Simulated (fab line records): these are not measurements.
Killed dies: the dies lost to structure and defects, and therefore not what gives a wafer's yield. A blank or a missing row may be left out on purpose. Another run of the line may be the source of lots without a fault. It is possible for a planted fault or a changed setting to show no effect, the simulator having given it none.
fab line records + flow n5-finfet
record:
- lots: 7
- wafers: 19
- last-day: 17
route steps=1938 shown BEOL_M13@1696 PASSIVATION@1936
lots that met no fault: from a run of the same line without faults
start-h: hours from the record's first day to the start of the lot's first wafer shown + wait-h: hours elapsed since this lot's preceding step + " the same as in the row above + L1.1+2: a single row standing in for several wafers + - no value, or no start was given + * or withheld: withheld + < > ~ a bound
route shown NAME@n: names a module that has steps shown in the file, with the first one's number in the route + usual: mean and standard deviation over wafers with no fault + same: alike in all rows + chamber/n: place in a boat + sites: per-site readings + _std_site: the values' standard deviation + _edge_site: inner sites' mean taken away from outer sites' mean + radius-mm: how far each site lies from the wafer's centre + mask NAME#n: copy n + behind: the tool/chamber that last shaped the wafer + hold: reason for holding the lot/hours on hold/outcome of the hold + device: the transistor (n, p or np) that didn't switch + end of line: the same wafers' tests at the end of the route + step lacking rows: just its recipe + killed: count of dies lost to structure and defects at first sort (not the wafer's yield) + map: a wafer's dies, x killed, . not, _ none there
set.NAME: setting as actually run; set.NAME@STEP: the setting as run at that earlier step + model.NAME: the simulator's own value behind a step, which no gauge read
a table for each step, a row for each wafer; lots at some steps of the route
services: a tool's chamber out of use, with start hour (start-h, from the record's first day; less than 0 if before it), hours out, and reason
== steps ==
step: N5_BEOL_M13_TRENCH_ETCH_34
recipe:
- chemistry: C4F8/O2/Ar
- target: SiOC
- target-depth-a: 4134.7
- mask-material: SOC
- pressure-mtorr: 30
- source-w: 3000
- bias-w: 700
- Ar_flow_sccm: 400
- C4F8_flow_sccm: 15
- O2_flow_sccm: 8
- he-inner-torr: 15
- he-outer-torr: 30
- time-s: 162.6
- ion-energy-ev: 250
step: N5_BEOL_M13_STRIP_70
recipe:
- chemistry: C4F8/O2/Ar
- resist: SiARC
- rf-frequency-hz: 6e+07
step: N5_BEOL_M13_OCD_MEAS_35
usual:
- trench-depth-nm: 412/7.9
| lot.wafer | tool   | chamber | start-h | wait-h | trench-depth-nm |
|-----------|--------|---------|---------|--------|-----------------|
| L155.2    | ocd-01 | -       | 249.05  | 0.0    | 406             |
| L155.3    | "      | -       | "       | "      | 409             |
| L155.5    | "      | -       | "       | "      | 425             |
| L164.3    | ocd-01 | -       | 310.85  | 0.0    | 412             |
| L164.4    | "      | -       | "       | "      | 405             |
| L164.6    | "      | -       | "       | "      | 412             |
| L163.1    | ocd-01 | -       | 317.93  | 0.0    | 403             |
| L163.2    | "      | -       | "       | "      | 422             |
| L163.4    | "      | -       | "       | "      | 413             |
| L165.3    | ocd-02 | -       | 319.28  | 0.0    | 421             |
| L165.6    | "      | -       | "       | "      | 416             |
| L169.2    | ocd-01 | -       | 349.83  | 0.0    | 411             |
| L169.4    | "      | -       | "       | "      | 401             |
| L174.1    | ocd-01 | -       | 373.42  | 0.0    | 409             |
| L174.3    | "      | -       | "       | "      | 426             |
| L174.6    | "      | -       | "       | "      | 412             |
| L175.4    | ocd-02 | -       | 382.50  | 0.0    | 415             |
| L175.5    | "      | -       | "       | "      | 422             |
| L175.6    | "      | -       | "       | "      | 411             |
step: N5_BEOL_M13_STRIP_37
recipe:
- chemistry: N2/H2
- power-w: 1000
- temp-c: 250
- h2-frac: 0.65
- overash-fraction: 0.3
- pressure-mtorr: withheld
- n2-flow-sccm: 1750
- h2-flow-sccm: 3250
step: N5_BEOL_M13_ETCH_38
recipe:
- chemistry: CF4/N2
- target: SiCN
- target-depth-a: 675
- taper-deg: 2
- time-s: 71.9
- ion-energy-ev: 150
- mask-material: SiO2
- pressure-mtorr: 40
- source-w: 430
- bias-w: 70
- Ar_flow_sccm: 100
- cf4-flow-sccm: 60
- n2-flow-sccm: 60
usual:
- drypump-motor-current-A: 5.9/0.51
- oes-product-au: 0.80/0.098
- rf-vpp-V: 383.0/1.7
- showerhead-plenum-p-Torr: 2.25/0.06
- throttle-valve-pct: 15.38/0.26
| lot.wafer | tool        | chamber | start-h | wait-h | drypump-motor-current-A | oes-product-au | rf-hours-counter-h | rf-vpp-V | showerhead-plenum-p-Torr | throttle-valve-pct |
|-----------|-------------|---------|---------|--------|-------------------------|----------------|--------------------|----------|--------------------------|--------------------|
| L155.2    | rie-diel-05 | 1       | 253.24  | -      | 5.3                     | 0.94           | 9                  | 383.4    | 2.25                     | 15.24              |
| L155.3    | "           | 3       | "       | "      | 5.9                     | 0.69           | 191                | 384.9    | 2.28                     | 15.75              |
| L155.5    | "           | 3       | "       | "      | 5.8                     | 0.70           | -                  | 382.2    | 2.28                     | 15.76              |
| L164.3    | rie-diel-02 | 2       | 311.86  | -      | 5.9                     | 0.86           | 25                 | 384.5    | 2.35                     | 15.03              |
| L164.4    | "           | 1       | "       | "      | 6.3                     | 0.77           | -                  | 383.2    | 2.24                     | 15.20              |
| L164.6    | "           | 0       | "       | "      | 5.2                     | 0.93           | -                  | 383.2    | 2.26                     | 15.19              |
| L165.3    | rie-diel-02 | 3       | 319.56  | -      | 6.2                     | 1.01           | 1                  | 384.3    | 2.27                     | 15.02              |
| L165.6    | "           | 0       | "       | "      | 5.2                     | 0.91           | -                  | 384.0    | 2.25                     | 15.20              |
| L163.1    | rie-diel-02 | 1       | 319.77  | -      | 6.3                     | 0.77           | 109                | 383.0    | 2.23                     | 15.19              |
| L163.2    | "           | 0       | "       | "      | 5.2                     | 0.92           | 14                 | 383.5    | 2.25                     | 15.22              |
| L163.4    | "           | 3       | "       | "      | 6.2                     | 1.02           | 1                  | 383.1    | 2.27                     | 15.03              |
| L169.2    | rie-diel-02 | 2       | 351.32  | -      | 5.9                     | 0.84           | 38                 | 385.5    | 2.34                     | 15.05              |
| L169.4    | "           | 1       | "       | "      | 6.3                     | 0.76           | 118                | 383.3    | 2.23                     | 15.22              |
| L174.1    | rie-diel-03 | 2       | 375.56  | -      | 5.9                     | 0.86           | 65                 | 383.8    | 2.25                     | 15.50              |
| L174.3    | "           | 1       | "       | "      | 5.4                     | 0.72           | 237                | 379.5    | 2.18                     | 15.92              |
| L174.6    | "           | 0       | "       | "      | 5.9                     | 0.86           | -                  | 379.7    | 2.15                     | 15.55              |
| L175.4    | rie-diel-05 | 2       | 382.62  | -      | 6.7                     | 0.70           | 219                | 382.0    | 2.17                     | 15.49              |
| L175.5    | "           | 3       | "       | "      | 5.8                     | 0.66           | -                  | 382.8    | 2.27                     | 15.83              |
| L175.6    | "           | 0       | "       | "      | 6.6                     | 0.69           | -                  | 378.7    | 2.12                     | 15.34              |
step: N5_BEOL_M13_PRECLEAN_39
recipe:
- chemistry: residue-remover
- time-s: 60
- temp-c: 40
step: N5_BEOL_M13_SRD_40
recipe:
- time-s: 30
- temp-c: 23
- rinse-liquid: diw
- dry: n2-spin
- spin-rpm: 1500
- dry-time-s: 30
step: N5_BEOL_M13_DEGAS_41
recipe:
- ambient: vacuum
- temp-c: 250
- time-s: 60
step: N5_BEOL_M13_PRE_CLEAN_42
recipe:
- gas: H2/He
- time-s: 30
- temp-c: 250
usual:
- heater-power-w: 330/26
| lot.wafer | tool           | chamber | start-h | wait-h | heater-power-w |
|-----------|----------------|---------|---------|--------|----------------|
| L155.2    | pvd-sputter-01 | -       | 253.83  | 0.0    | 304            |
| L155.3    | "              | -       | "       | "      | 369            |
| L155.5    | "              | -       | "       | "      | 327            |
| L164.3    | pvd-sputter-01 | -       | 312.56  | 0.0    | 305            |
| L164.4    | "              | -       | "       | "      | 326            |
| L164.6    | "              | -       | "       | "      | 319            |
| L165.3    | pvd-sputter-02 | -       | 320.07  | 0.0    | 316            |
| L165.6    | "              | -       | "       | "      | 333            |
| L163.1    | pvd-sputter-01 | -       | 320.12  | 0.0    | 367            |
| L163.2    | "              | -       | "       | "      | 329            |
| L163.4    | "              | -       | "       | "      | 304            |
| L169.2    | pvd-sputter-03 | -       | 351.95  | 0.0    | 315            |
| L169.4    | "              | -       | "       | "      | 385            |
| L174.1    | pvd-sputter-02 | -       | 375.95  | 0.0    | 326            |
| L174.3    | "              | -       | "       | "      | 333            |
| L174.6    | "              | -       | "       | "      | 314            |
| L175.4    | pvd-sputter-03 | -       | 384.58  | 0.0    | 324            |
| L175.5    | "              | -       | "       | "      | 305            |
| L175.6    | "              | -       | "       | "      | 316            |
step: N5_BEOL_M13_SPUTTER_43
recipe:
- material: TaN
- target-thk-a: 150
- temp-c: 50
- bias-v: 168.6
- power-w: 15000
- chamber-pressure-pa: 0.12
- time-s: 24.19
usual:
- chamber-pressure-pa: 0.12003/0.00024
- throttle-valve-pct: 29.7/1.1
| lot.wafer | tool           | chamber | start-h | wait-h | chamber-pressure-pa | throttle-valve-pct |
|-----------|----------------|---------|---------|--------|---------------------|--------------------|
| L155.2    | pvd-sputter-01 | -       | 253.87  | 0.0    | 0.11948             | 30.0               |
| L155.3    | "              | -       | "       | "      | 0.12011             | 28.9               |
| L155.5    | "              | -       | "       | "      | 0.11959             | 30.6               |
| L164.3    | pvd-sputter-01 | -       | 312.60  | 0.0    | 0.1201              | 30.2               |
| L164.4    | "              | -       | "       | "      | 0.12052             | 30.5               |
| L164.6    | "              | -       | "       | "      | 0.12031             | 28.9               |
| L165.3    | pvd-sputter-02 | -       | 320.11  | 0.0    | 0.12044             | 31.8               |
| L165.6    | "              | -       | "       | "      | 0.11982             | 29.2               |
| L163.1    | pvd-sputter-01 | -       | 320.16  | 0.0    | 0.11992             | 29.1               |
| L163.2    | "              | -       | "       | "      | 0.12003             | 30.3               |
| L163.4    | "              | -       | "       | "      | 0.12008             | 29.8               |
| L169.2    | pvd-sputter-03 | -       | 351.99  | 0.0    | 0.12026             | 27.4               |
| L169.4    | "              | -       | "       | "      | 0.1199              | 31.4               |
| L174.1    | pvd-sputter-02 | -       | 375.99  | 0.0    | 0.11959             | 29.5               |
| L174.3    | "              | -       | "       | "      | 0.11999             | 29.0               |
| L174.6    | "              | -       | "       | "      | 0.1204              | 29.7               |
| L175.4    | pvd-sputter-03 | -       | 384.62  | 0.0    | 0.11989             | 30.2               |
| L175.5    | "              | -       | "       | "      | 0.12024             | 29.6               |
| L175.6    | "              | -       | "       | "      | 0.11993             | 27.3               |
step: N5_BEOL_M13_SPUTTER_44
recipe:
- material: Ta
- target-thk-a: 100
- temp-c: 50
- bias-v: 80
- power-w: 15000
- chamber-pressure-pa: 0.07
- time-s: 16.13
usual:
- chamber-pressure-pa: 0.07001/0.00012
- throttle-valve-pct: 29.7/1.2
| lot.wafer | tool           | chamber | start-h | wait-h | chamber-pressure-pa | throttle-valve-pct |
|-----------|----------------|---------|---------|--------|---------------------|--------------------|
| L155.2    | pvd-sputter-01 | -       | 253.95  | 0.0    | 0.06997             | 30.1               |
| L155.3    | "              | -       | "       | "      | 0.07024             | 28.8               |
| L155.5    | "              | -       | "       | "      | 0.06983             | 30.6               |
| L164.3    | pvd-sputter-01 | -       | 312.68  | 0.0    | 0.07005             | 30.0               |
| L164.4    | "              | -       | "       | "      | 0.0698              | 30.7               |
| L164.6    | "              | -       | "       | "      | 0.06989             | 29.1               |
| L165.3    | pvd-sputter-02 | -       | 320.19  | 0.0    | 0.07013             | 31.5               |
| L165.6    | "              | -       | "       | "      | 0.07008             | 29.0               |
| L163.1    | pvd-sputter-01 | -       | 320.24  | 0.0    | 0.06989             | 28.9               |
| L163.2    | "              | -       | "       | "      | 0.07015             | 30.6               |
| L163.4    | "              | -       | "       | "      | 0.06999             | 29.9               |
| L169.2    | pvd-sputter-03 | -       | 352.07  | 0.0    | 0.07026             | 27.6               |
| L169.4    | "              | -       | "       | "      | 0.0701              | 31.3               |
| L174.1    | pvd-sputter-02 | -       | 376.07  | 0.0    | 0.06989             | 29.7               |
| L174.3    | "              | -       | "       | "      | 0.07005             | 29.0               |
| L174.6    | "              | -       | "       | "      | 0.06988             | 29.7               |
| L175.4    | pvd-sputter-03 | -       | 384.70  | 0.0    | 0.06986             | 30.3               |
| L175.5    | "              | -       | "       | "      | 0.06992             | 29.3               |
| L175.6    | "              | -       | "       | "      | 0.0699              | 27.5               |
step: N5_BEOL_M13_SPUTTER_45
recipe:
- material: Cu
- target-thk-a: 800
- temp-c: -20
- bias-v: 60
- power-w: 26000
- chamber-pressure-pa: 0.13
- time-s: 13.33
step: N5_BEOL_M13_ECD_47
recipe:
- material: Cu
- target-thk-a: 9360
| lot.wafer | tool      | chamber | start-h | wait-h | model.Cu_of_BEOL_M13_ECD_47.thk-nm |
|-----------|-----------|---------|---------|--------|------------------------------------|
| L155.2    | ecd-cu-02 | 0       | 254.15  | 0.1    | 946.8                              |
| L155.3    | "         | 0       | "       | "      | 914.2                              |
| L155.5    | "         | 0       | "       | "      | 931.4                              |
| L164.3    | ecd-cu-02 | 1       | 312.92  | 0.1    | 919.4                              |
| L164.4    | "         | 0       | "       | "      | 933.2                              |
| L164.6    | "         | 0       | "       | "      | 940                                |
| L165.3    | ecd-cu-02 | 1       | 320.43  | 0.1    | 571.8                              |
| L165.6    | "         | 1       | "       | "      | 922.4                              |
| L163.1    | ecd-cu-02 | 0       | 320.53  | 0.2    | 937.6                              |
| L163.2    | "         | 1       | "       | "      | 935                                |
| L163.4    | "         | 0       | "       | "      | 564.8                              |
| L169.2    | ecd-cu-02 | 1       | 352.27  | 0.1    | 952.4                              |
| L169.4    | "         | 0       | "       | "      | 574.2                              |
| L174.1    | ecd-cu-01 | 0       | 376.40  | 0.2    | 925.2                              |
| L174.3    | "         | 1       | "       | "      | 934.8                              |
| L174.6    | "         | 1       | "       | "      | 939                                |
| L175.4    | ecd-cu-01 | 1       | 384.94  | 0.1    | 925.2                              |
| L175.5    | "         | 0       | "       | "      | 938.2                              |
| L175.6    | "         | 1       | "       | "      | 935.8                              |
step: N5_BEOL_M13_ANNEAL_48
recipe:
- temp-c: 225
- time-s: 90
- ambient: N2
usual:
- wafer_temp_C_max: 225.70/0.21
| lot.wafer | tool          | chamber | start-h | wait-h | wafer_temp_C_max |
|-----------|---------------|---------|---------|--------|------------------|
| L155.2    | rtp-anneal-02 | 0       | 254.51  | 0.3    | 225.93           |
| L155.3    | "             | 0       | "       | "      | 225.65           |
| L155.5    | "             | 0       | "       | "      | 225.76           |
| L164.3    | rtp-anneal-01 | 0       | 313.13  | 0.2    | 225.51           |
| L164.4    | "             | 0       | "       | "      | 225.69           |
| L164.6    | "             | 0       | "       | "      | 225.58           |
| L165.3    | rtp-anneal-01 | 0       | 320.64  | 0.2    | 225.87           |
| L165.6    | "             | 0       | "       | "      | 225.72           |
| L163.1    | rtp-anneal-01 | 0       | 321.27  | 0.7    | 225.99           |
| L163.2    | "             | 0       | "       | "      | 225.87           |
| L163.4    | "             | 0       | "       | "      | 225.54           |
| L169.2    | rtp-anneal-02 | 0       | 352.53  | 0.2    | 225.88           |
| L169.4    | "             | 0       | "       | "      | 225.65           |
| L174.1    | rtp-anneal-02 | 0       | 376.90  | 0.5    | 225.51           |
| L174.3    | "             | 0       | "       | "      | 225.19           |
| L174.6    | "             | 0       | "       | "      | 225.47           |
| L175.4    | rtp-anneal-02 | 0       | 385.19  | 0.2    | 225.84           |
| L175.5    | "             | 0       | "       | "      | 225.22           |
| L175.6    | "             | 0       | "       | "      | 225.35           |
step: N5_PASSIVATION_PROBE_49
usual:
- defect-limited-yield: 91.1/1.4
- killed_at_M0_to_M3: 34/9.7
- killed_at_M4_up: 13/5.1
- killed-at-contacts: 14/6.3
- killed-at-front-end: 40/11
- killed-at-other: 3.5/2.7
- killed-dies: 105/16
- killed-open: 70/12
- killed-short: 34/7.8
- sort_bin_4_leakage: 0.02/0.13
- sort_bin_5_function: 5.2/0.88
- sort_bin_6_memory: 3.3/0.7
- sort-n-pass: 1074/17
- sort-yield-pct: 91.0/1.5
same:
- gross-dies: 1180
- killed-at-back-side: 0
- sort_bin_8_speed[%]: 0
| lot.wafer | tool      | chamber | start-h | wait-h | defect-limited-yield[%] | killed_at_M0_to_M3 | killed_at_M4_up | killed-at-contacts | killed-at-front-end | killed-at-other | killed-dies | killed-open | killed-short | sort_bin_4_leakage[%] | sort_bin_5_function[%] | sort_bin_6_memory[%] | sort-n-pass | sort-yield-pct[%] |
|-----------|-----------|---------|---------|--------|-------------------------|--------------------|-----------------|--------------------|---------------------|-----------------|-------------|-------------|--------------|-----------------------|------------------------|----------------------|-------------|-------------------|
| L155.2    | prober-01 | -       | 280.96  | 0.1    | 89.2                    | 50                 | 11              | 17                 | 48                  | 1               | 127         | 85          | 42           | 0                     | 6.3                    | 3.9                  | 1053        | 89.2              |
| L155.3    | prober-01 | -       | 281.01  | 0.1    | 88.1                    | 54                 | 15              | 25                 | 44                  | 2               | 140         | 99          | 41           | 0                     | 7.2                    | 4.2                  | 1040        | 88.1              |
| L155.5    | prober-01 | -       | 281.11  | 0.2    | 90.3                    | 32                 | 12              | 26                 | 45                  | 0               | 115         | 81          | 34           | 0                     | 6.0                    | 3.5                  | 1065        | 90.3              |
| L164.3    | prober-01 | -       | 339.42  | 0.1    | 91.1                    | 21                 | 28              | 13                 | 41                  | 2               | 105         | 78          | 26           | 0                     | 5.4                    | 3.5                  | 1075        | 91.1              |
| L164.4    | prober-01 | -       | 339.47  | 0.2    | 93.6                    | 22                 | 9               | 15                 | 23                  | 7               | 76          | 54          | 22           | 0                     | 3.8                    | 2.3                  | 1104        | 93.6              |
| L164.6    | prober-01 | -       | 339.57  | 0.3    | 92.6                    | 24                 | 16              | 8                  | 31                  | 8               | 87          | 60          | 27           | 0                     | 4.5                    | 2.3                  | 1093        | 92.6              |
| L163.1    | prober-01 | -       | 355.45  | 0.0    | 90.6                    | 23                 | 7               | 10                 | 64                  | 7               | 111         | 69          | 41           | 0                     | 5.4                    | 3.6                  | 1069        | 90.6              |
| L163.2    | prober-01 | -       | 355.50  | 0.1    | 89.7                    | 32                 | 36              | 6                  | 37                  | 11              | 122         | 76          | 45           | 0                     | 6.7                    | 3.4                  | 1058        | 89.7              |
| L163.4    | prober-01 | -       | 355.60  | 0.2    | 89.3                    | 22                 | 22              | 14                 | 65                  | 3               | 126         | 84          | 42           | 0                     | 5.7                    | 4.5                  | 1054        | 89.3              |
| L165.3    | prober-02 | -       | 357.52  | 0.1    | 93.6                    | 17                 | 11              | 14                 | 32                  | 2               | 76          | 57          | 19           | 0                     | 3.6                    | 2.6                  | 1104        | 93.6              |
| L169.2    | prober-02 | -       | 377.93  | 0.1    | 90.3                    | 44                 | 16              | 6                  | 48                  | 0               | 114         | 81          | 31           | 0                     | 5.4                    | 3.9                  | 1066        | 90.3              |
| L169.4    | prober-02 | -       | 378.03  | 0.2    | 87.5                    | 68                 | 10              | 14                 | 54                  | 2               | 148         | 107         | 41           | 0                     | 7.8                    | 4.3                  | 1032        | 87.5              |
killed by level:class
L155.2 MOL_CONTACT_COAG:geometric-particle:open=16 BEOL_M0_SAQP:geometric-particle:short=14 BEOL_M0_SAQP:geometric-particle:open=13 STI_FIN_REVEAL:geometric-particle:open=10 BEOL_M2:geometric-particle:open=10 FIN_SAQP:geometric-particle:short=8 FIN_SAQP:geometric-particle:open=7 DUMMY_GATE:geometric-particle:open=6
L155.3 MOL_CONTACT_COAG:geometric-particle:open=23 BEOL_M2:geometric-particle:open=15 FIN_SAQP:geometric-particle:open=13 FIN_SAQP:geometric-particle:short=9 BEOL_M0_SAQP:geometric-particle:open=8 BEOL_M3:geometric-particle:open=8 BEOL_M0_SAQP:geometric-particle:short=7 BEOL_M1:geometric-particle:open=6
L155.5 MOL_CONTACT_COAG:geometric-particle:open=20 STI_FIN_REVEAL:geometric-particle:open=16 BEOL_M2:geometric-particle:open=10 BEOL_M0_SAQP:geometric-particle:short=7 MOL_CONTACT_COAG:geometric-particle:short=6 FIN_SAQP:geometric-particle:short=5 STARTING-WAFER:geometric-particle:open=5 FIN_SAQP:geometric-particle:open=4
L164.3 STI_FIN_REVEAL:geometric-particle:open=14 FIN_SAQP:geometric-particle:open=11 MOL_CONTACT_COAG:geometric-particle:open=10 BEOL_M1:geometric-particle:open=8 BEOL_M4:geometric-particle:open=7 BEOL_M5:geometric-particle:open=5 BEOL_M3:geometric-particle:open=4 BEOL_M7:geometric-particle:open=4
L164.4 MOL_CONTACT_COAG:geometric-particle:open=12 FIN_SAQP:geometric-particle:open=8 BEOL_M0_SAQP:geometric-particle:short=6 FIN_SAQP:geometric-particle:short=5 DUMMY_GATE:geometric-particle:open=4 BEOL_M0_SAQP:geometric-particle:open=4 BEOL_M1:geometric-particle:open=4 BEOL_M2:geometric-particle:open=4
L164.6 STI_FIN_REVEAL:geometric-particle:open=8 MOL_CONTACT_COAG:geometric-particle:open=7 GATE_CUT:geometric-particle:open=6 BEOL_M0_SAQP:geometric-particle:short=6 BEOL_M0_SAQP:geometric-particle:open=5 BEOL_M5:geometric-particle:open=5 FIN_SAQP:geometric-particle:open=4 BEOL_M3:geometric-particle:open=4
L163.1 FIN_SAQP:geometric-particle:open=17 FIN_SAQP:geometric-particle:short=14 STI_FIN_REVEAL:geometric-particle:open=12 MOL_CONTACT_COAG:geometric-particle:open=10 GATE_CUT:geometric-particle:short=7 GATE_CUT:geometric-particle:open=6 BEOL_M2:geometric-particle:open=5 BEOL_M3:geometric-particle:short=5
L163.2 BEOL_M4:geometric-particle:open=17 BEOL_M4:geometric-particle:short=10 STI_FIN_REVEAL:geometric-particle:open=9 BEOL_M1:geometric-particle:open=7 BEOL_M3:geometric-particle:open=7 GATE_CUT:geometric-particle:short=6 MOL_CONTACT_COAG:geometric-particle:open=5 BEOL_M0_SAQP:geometric-particle:open=5
L163.4 STI_FIN_REVEAL:geometric-particle:open=27 MOL_CONTACT_COAG:geometric-particle:open=12 FIN_SAQP:geometric-particle:short=8 BEOL_M4:geometric-particle:open=8 BEOL_M3:geometric-particle:open=7 GATE_CUT:geometric-particle:short=6 FIN_SAQP:geometric-particle:open=5 STI_FIN_REVEAL:geometric-particle:short=4
L165.3 MOL_CONTACT_COAG:geometric-particle:open=12 STI_FIN_REVEAL:geometric-particle:open=9 DUMMY_GATE:geometric-particle:open=7 BEOL_M0:geometric-particle:open=4 BEOL_M2:geometric-particle:open=4 ILD0:geometric-particle:open=3 BEOL_M1:geometric-particle:open=3 BEOL_M4:geometric-particle:open=3
L169.2 FIN_SAQP:geometric-particle:open=22 BEOL_M0_SAQP:geometric-particle:open=17 BEOL_M0_SAQP:geometric-particle:short=11 BEOL_M3:geometric-particle:open=9 STI_FIN_REVEAL:geometric-particle:open=7 BEOL_M4:geometric-particle:open=7 DUMMY_GATE:geometric-particle:open=5 MOL_CONTACT_COAG:geometric-particle:open=5
L169.4 STI_FIN_REVEAL:geometric-particle:open=29 BEOL_M0_SAQP:geometric-particle:open=22 BEOL_M0_SAQP:geometric-particle:short=15 BEOL_M3:geometric-particle:open=14 MOL_CONTACT_COAG:geometric-particle:open=11 BEOL_M2:geometric-particle:open=6 FIN_SAQP:geometric-particle:short=5 FIN_SAQP:geometric-particle:open=5
== services ==
| tool           | chamber | start-h | hours | kind                          |
|----------------|---------|---------|-------|-------------------------------|
| ecd-cu-01      | -       | 234.63  | 0.4   | repair                        |
| rtp-anneal-02  | -       | 235.34  | 1.0   | pm                            |
| rie-diel-02    | 0       | 254.63  | -     | clean                         |
| rie-diel-02    | 0       | 254.63  | -     | consumable-replace:focus-ring |
| rie-diel-02    | 0       | 254.63  | 32.4  | scheduled-down                |
| rie-diel-02    | 0       | 254.63  | 32.4  | vent-cycle                    |
| rie-diel-02    | 3       | 287.04  | -     | clean                         |
| rie-diel-02    | 3       | 287.04  | -     | consumable-replace:focus-ring |
| rie-diel-02    | 3       | 287.04  | 29.0  | scheduled-down                |
| rie-diel-02    | 3       | 287.04  | 29.0  | vent-cycle                    |
| rie-diel-03    | 1       | 298.81  | 7.3   | repair                        |
| ecd-cu-01      | -       | 314.82  | 4.4   | pm                            |
| rie-diel-02    | 1       | 322.00  | 2.0   | repair                        |
| ecd-cu-02      | -       | 337.29  | 0.6   | repair                        |
| rie-diel-03    | -       | 350.66  | 0.5   | repair                        |
| pvd-sputter-01 | -       | 350.73  | 6.6   | repair                        |
| ecd-cu-02      | -       | 361.71  | 5.4   | pm                            |
| ecd-cu-02      | -       | 371.04  | 6.4   | repair                        |
| rie-diel-03    | 2       | 384.29  | 6.7   | repair                        |
== key ==
first-sign none at tools or gauges
model-effect:
- step: N5_BEOL_M13_ECD_47
- value: Cu_of_BEOL_M13_ECD_47.thk-nm
- without: 935.1
- struck: 570.3
met-at N5_BEOL_M13_ECD_47
struck-wafers L163.4,L165.3,L169.4
fault:
- kind: process-parameter-drift
- tool: ecd-cu-02
- chamber: -
- onset-h: 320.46
- steps: N5_BEOL_M13_ECD_47
- channel: target-thk-a
- offset: *
- shape: step
- end-h: 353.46
- scope: struck-wafers-only
- acts-in: *
- stated: *
